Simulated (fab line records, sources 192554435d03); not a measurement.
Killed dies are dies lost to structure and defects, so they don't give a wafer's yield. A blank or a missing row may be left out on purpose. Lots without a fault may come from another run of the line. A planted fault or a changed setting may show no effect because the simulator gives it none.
fab line records | flow n5_finfet | part 2 of 2: steps 27 to 33 of 33
record lots=5 wafers=15 last_day=18
route steps=1938 shown WELL_APT@43 PMOS_HMC_CHANNEL_EPI@57
lots that met no fault: from a run of the same line without faults
start_h: hours from the record's first day to the start of the lot's first wafer shown | wait_h: hours since the lot's step before | " the same as in the row above | L1.1+2: a row that stands for several wafers | - no value, or no start given | * or withheld: withheld | < > ~ a bound
route shown NAME@n: a module of which the file shows steps, and the number in the route of the first | usual: mean/standard deviation of fault-free wafers | same: alike in all rows | chamber/n: place in a boat | sites: the reading at each site | _std_site: their standard deviation | _edge_site: outer sites' mean less inner sites' | radius_mm: how far each site lies from the wafer's centre | mask NAME#n: copy n | behind: the tool/chamber that last shaped the wafer | hold: why the lot was held/for how many hours/how that ended | device: the transistor (n, p or np) that didn't switch | end of line: the same wafers' tests at the end of the route | a step without rows: its recipe alone | killed: dies lost to structure and defects at the first sort, not the wafer's yield | map: a wafer's dies, x killed, . not, _ none there
set.NAME: the setting as run; set.NAME@STEP: as run at that earlier step | model.NAME: the simulator's own value behind a step, which no gauge read
lots at some steps of the route; a table a step, a row a wafer
services: from which hour (start_h, from the record's first day; less than 0 if before it) a tool's chamber was out of use, for how many hours, and why
## steps
# step N5_PMOS_HMC_CHANNEL_EPI_ETCH_32
# recipe chemistry=N2/H2 target=BARC stop_on=SiO2 target_depth_a=858 over_etch_frac=0.3 time_s=50.3 ion_energy_ev=200 mask_material=CAR-ArF-block pressure_mtorr=30 source_w=840 bias_w=150 n2_flow_sccm=200 h2_flow_sccm=200
# usual drypump_motor_current_A=5.7/0.4 oes_product_au=0.66/0.077 rf_vpp_V=524.0/2.3 showerhead_plenum_p_Torr=2.55/0.079 throttle_valve_pct=17.90/0.26
# same time_s=50.3
# columns lot.wafer tool chamber start_h wait_h drypump_motor_current_A oes_product_au rf_hours_counter_h rf_vpp_V showerhead_plenum_p_Torr throttle_valve_pct
L078.3 rie_diel-06 1 41.32 0.0 5.8 0.66 109 522.2 2.45 17.89
L078.4 " 3 " " 5.2 0.67 125 528.2 2.66 17.56
L078.6 " 1 " " 5.8 0.66 - 521.2 2.45 17.90
L082.1 rie_diel-05 1 65.69 0.0 5.5 0.63 151 520.8 2.44 17.98
L082.2 " 2 " " 5.1 0.80 13 526.0 2.59 17.57
L082.6 " 3 " " 5.7 0.75 - 522.3 2.48 17.50
L090.1 rie_diel-05 3 113.70 0.0 5.7 0.73 65 521.2 2.48 17.52
L090.2 " 1 " " 5.5 0.62 165 519.5 2.43 18.02
L090.4 " 0 " " 5.9 0.63 175 525.1 2.64 18.25
L092.1 rie_diel-05 0 125.64 0.0 6.0 0.63 179 526.4 2.63 18.27
L092.2 " 2 " " 5.1 0.76 33 524.8 2.58 17.60
L092.3 " 3 " " 5.7 0.73 69 523.6 2.47 17.52
L096.2 rie_diel-06 1 149.88 0.0 5.8 0.63 143 521.9 2.44 17.93
L096.3 " 0 " " 5.7 0.61 232 526.4 2.63 17.82
L096.4 " 3 " " 5.2 0.65 154 526.3 2.65 17.61
# step N5_PMOS_HMC_CHANNEL_EPI_HM_OPEN_15
# recipe chemistry=CHF3/O2 target=SiO2 mask_material=CAR-ArF-block target_depth_a=406 CHF3_flow_sccm=50 O2_flow_sccm=5 Ar_flow_sccm=200 time_s=20.3 pressure_mtorr=30 source_w=650 bias_w=170 ion_energy_ev=200
# usual drypump_motor_current_A=5.7/0.4 oes_f_703_au=0.78/0.09 oes_product_au=0.78/0.093 rf_vpp_V=526/5.6 showerhead_plenum_p_Torr=2.42/0.075 throttle_valve_pct=18.96/0.25
# same time_s=20.3
# columns lot.wafer tool chamber start_h wait_h drypump_motor_current_A oes_f_703_au oes_product_au rf_hours_counter_h rf_vpp_V showerhead_plenum_p_Torr throttle_valve_pct
L078.3 rie_diel-06 1 41.36 0.0 5.8 0.76 0.77 109 519 2.33 19.02
L078.4 " 3 " " 5.2 0.79 0.79 125 533 2.52 18.67
L078.6 " 1 " " 5.8 0.77 0.77 - 519 2.33 19.00
L082.1 rie_diel-05 1 65.73 0.0 5.5 0.73 0.75 151 530 2.31 18.96
L082.2 " 2 " " 5.1 0.93 0.94 13 519 2.46 18.71
L082.6 " 3 " " 5.6 0.88 0.89 - 520 2.34 18.52
L090.1 rie_diel-05 3 113.74 0.0 5.6 0.86 0.86 65 520 2.34 18.55
L090.2 " 1 " " 5.5 0.72 0.73 165 527 2.31 18.97
L090.4 " 0 " " 5.9 0.74 0.73 175 527 2.49 19.28
L092.1 rie_diel-05 0 125.68 0.0 6.0 0.73 0.72 179 529 2.49 19.29
L092.2 " 2 " " 5.1 0.89 0.89 33 521 2.45 18.77
L092.3 " 3 " " 5.7 0.85 0.86 69 519 2.33 18.55
L096.2 rie_diel-06 1 149.92 0.0 5.8 0.73 0.74 143 520 2.32 19.06
L096.3 " 0 " " 5.7 0.72 0.71 232 528 2.47 18.79
L096.4 " 3 " " 5.2 0.76 0.77 154 534 2.51 18.72
# step N5_PMOS_HMC_CHANNEL_EPI_STRIP_33
# recipe chemistry=N2/H2 power_w=500 temp_c=40 pressure_mtorr=50 rf_frequency_hz=6e+07 overash_fraction=0.3 bias_power_w=8 h2_frac=0.5 n2_flow_sccm=300 h2_flow_sccm=300
# usual bias_power_w=7.999/0.025 drypump_motor_current_A=5.7/0.4 oes_product_au=0.78/0.094 rf_vpp_V=54.3/1.5 showerhead_plenum_p_Torr=3.37/0.1 throttle_valve_pct=18.8/0.33
# columns lot.wafer tool chamber start_h wait_h bias_power_w drypump_motor_current_A oes_product_au rf_hours_counter_h rf_vpp_V showerhead_plenum_p_Torr throttle_valve_pct
L078.3 rie_diel-06 1 41.42 0.0 7.985 5.8 0.78 109 56.3 3.24 18.6
L078.4 " 3 " " 7.994 5.2 0.79 125 53.8 3.51 18.3
L078.6 " 1 " " 8.003 5.8 0.78 - 56.1 3.25 18.7
L082.1 rie_diel-05 1 65.78 0.0 7.996 5.5 0.75 151 55.7 3.22 19.2
L082.2 " 2 " " 7.996 5.1 0.95 13 51.9 3.42 18.3
L082.6 " 3 " " 8.002 5.7 0.87 - 52.6 3.28 18.4
L090.1 rie_diel-05 3 113.79 0.0 8.021 5.7 0.86 65 51.4 3.27 18.4
L090.2 " 1 " " 8.000 5.5 0.72 165 54.8 3.22 19.2
L090.4 " 0 " " 8.011 6.0 0.74 175 55.2 3.48 19.3
L092.1 rie_diel-05 0 125.74 0.0 8.003 5.9 0.72 179 55.8 3.47 19.3
L092.2 " 2 " " 7.993 5.1 0.90 33 54.0 3.41 18.4
L092.3 " 3 " " 8.000 5.6 0.85 69 51.0 3.27 18.4
L096.2 rie_diel-06 1 149.98 0.0 8.008 5.8 0.73 143 54.4 3.23 18.8
L096.3 " 0 " " 8.005 5.8 0.70 232 54.6 3.46 18.8
L096.4 " 3 " " 8.008 5.2 0.75 154 57.8 3.49 18.4
# step N5_PMOS_HMC_CHANNEL_EPI_STRIP_17
# recipe chemistry=SPM time_s=750 temp_c=130 h2so4_h2o2_vol_ratio=4 dry=ipa_marangoni
# same time_s=750
# columns lot.wafer tool chamber start_h wait_h
L078.3+4+6 wet_bench-06 4,7,1 41.49 -
L082.1+2+6 wet_bench-02 6,7,0 65.85 -
L090.1+2+4 wet_bench-06 4,3,2 113.86 -
L092.1+2+3 wet_bench-06 6,0,3 125.80 -
L096.2+3+4 wet_bench-06 6,1,2 150.05 -
# step N5_PMOS_HMC_CHANNEL_EPI_ETCH_38
# recipe chemistry=CF4 target=SiO2 target_depth_a=15 ion_energy_ev=350 pressure_mtorr=10 icp_w=800 bias_w=400 cf4_flow_sccm=80
# usual cf4_flow_sccm=80.01/0.25 drypump_motor_current_A=5.8/0.42 oes_product_au=1.003/0.019 throttle_valve_pct=21.77/0.16
# columns lot.wafer tool chamber start_h wait_h cf4_flow_sccm drypump_motor_current_A oes_product_au rf_hours_counter_h throttle_valve_pct
L078.3 rie_si-02 2 41.72 0.0 79.97 5.2 1.001 0 21.88
L078.4 " 3 " " 79.95 6.1 1.009 142 21.47
L078.6 " 3 " " 79.75 6.1 1.017 - 21.49
L082.1 rie_si-01 1 66.09 0.0 80.27 5.2 1.021 1 21.97
L082.2 " 3 " " 80.10 5.9 0.998 62 21.71
L082.6 " 2 " " 79.73 4.7 1.003 - 21.60
L090.1 rie_si-01 0 114.11 0.0 80.16 6.1 0.970 188 21.80
L090.2 " 3 " " 79.87 5.9 1.007 62 21.71
L090.4 " 0 " " 79.75 6.1 0.973 - 21.81
L092.1 rie_si-01 3 126.04 0.0 80.35 5.9 1.020 63 21.72
L092.2 " 1 " " 80.45 5.3 1.019 2 21.96
L092.3 " 0 " " 79.74 6.1 0.969 189 21.81
L096.2 rie_si-04 2 150.28 0.0 80.09 6.2 1.032 96 21.86
L096.3 " 3 " " 80.13 6.0 0.996 23 21.62
L096.4 " 1 " " 80.37 5.6 0.993 1 21.79
# step N5_PMOS_HMC_CHANNEL_EPI_FIN_RECESS_16
# recipe chemistry=HBr/Cl2 target=Si mask_material=SiO2 target_depth_a=540 time_s=18 pressure_mtorr=10 icp_w=800 bias_w=75 HBr_flow_sccm=150 Cl2_flow_sccm=80
# usual drypump_motor_current_A=5.8/0.41 oes_product_au=1.004/0.018 throttle_valve_pct=35.43/0.21
# same time_s=18
# columns lot.wafer tool chamber start_h wait_h drypump_motor_current_A oes_product_au rf_hours_counter_h throttle_valve_pct
L078.3 rie_si-02 2 41.74 0.0 5.2 1.005 0 35.65
L078.4 " 3 " " 6.1 1.021 142 35.21
L078.6 " 3 " " 6.1 1.017 - 35.21
L082.1 rie_si-01 1 66.11 0.0 5.3 1.015 1 35.79
L082.2 " 3 " " 5.9 1.008 62 35.22
L082.6 " 2 " " 4.7 1.004 - 35.22
L090.1 rie_si-01 0 114.13 0.0 6.1 0.969 188 35.33
L090.2 " 3 " " 5.9 1.010 62 35.21
L090.4 " 0 " " 6.1 0.964 - 35.32
L092.1 rie_si-01 3 126.06 0.0 5.9 1.012 63 35.22
L092.2 " 1 " " 5.3 1.018 2 35.81
L092.3 " 0 " " 6.1 0.965 189 35.34
L096.2 rie_si-04 2 150.30 0.0 6.2 1.032 96 35.37
L096.3 " 3 " " 6.0 1.001 23 35.18
L096.4 " 1 " " 5.6 1.000 1 35.47
# step N5_PMOS_HMC_CHANNEL_EPI_PRECLEAN_36
# recipe chemistry=O3/DIW time_s=45 temp_c=22 o3_ppm=10
# same time_s=45
# columns lot.wafer tool chamber start_h wait_h
L078.3+4+6 wet_bench-05 3,5,1 41.84 0.1
L082.1+2+6 wet_bench-02 3,0,1 66.21 0.1
L090.1+2+4 wet_bench-06 0,4,7 114.23 0.1
L092.1+2+3 wet_bench-06 7,4,2 126.16 0.1
L096.2+3+4 wet_bench-06 2,4,3 150.40 0.1
## services
# columns tool chamber start_h hours kind
wet_bench-06 - 16.74 0.7 repair
arfi_scanner-01 - 20.49 1.0 pm
implanter-01 - 20.60 2.1 repair
arfi_scanner-02 - 20.86 1.3 pm
rie_diel-03 2 21.36 5.5 repair
rie_si-01 2 29.15 1.7 repair
rie_si-02 - 31.91 0.3 repair
rie_diel-03 0 37.52 13.5 repair
implanter-02 - 41.10 6.2 repair
pecvd-01 2 41.86 2.9 repair
arfi_scanner-01 - 47.98 0.8 pm
wet_bench-04 - 52.58 2.1 repair
rie_diel-06 - 58.10 2.8 pm
arfi_scanner-01 - 58.38 2.2 repair
arfi_scanner-02 - 59.81 0.8 repair
arfi_scanner-01 - 65.78 1.0 repair
rie_diel-03 - 72.00 15.6 pm
implanter-01 - 81.30 2.5 repair
rie_diel-06 3 81.36 10.5 repair
rie_si-01 2 97.63 53.2 repair
rie_diel-05 0 105.22 2.4 repair
implanter-01 - 119.68 1.5 repair
epi_rpcvd-04 - 138.19 8.1 pm
rie_diel-05 0 149.24 2.4 repair
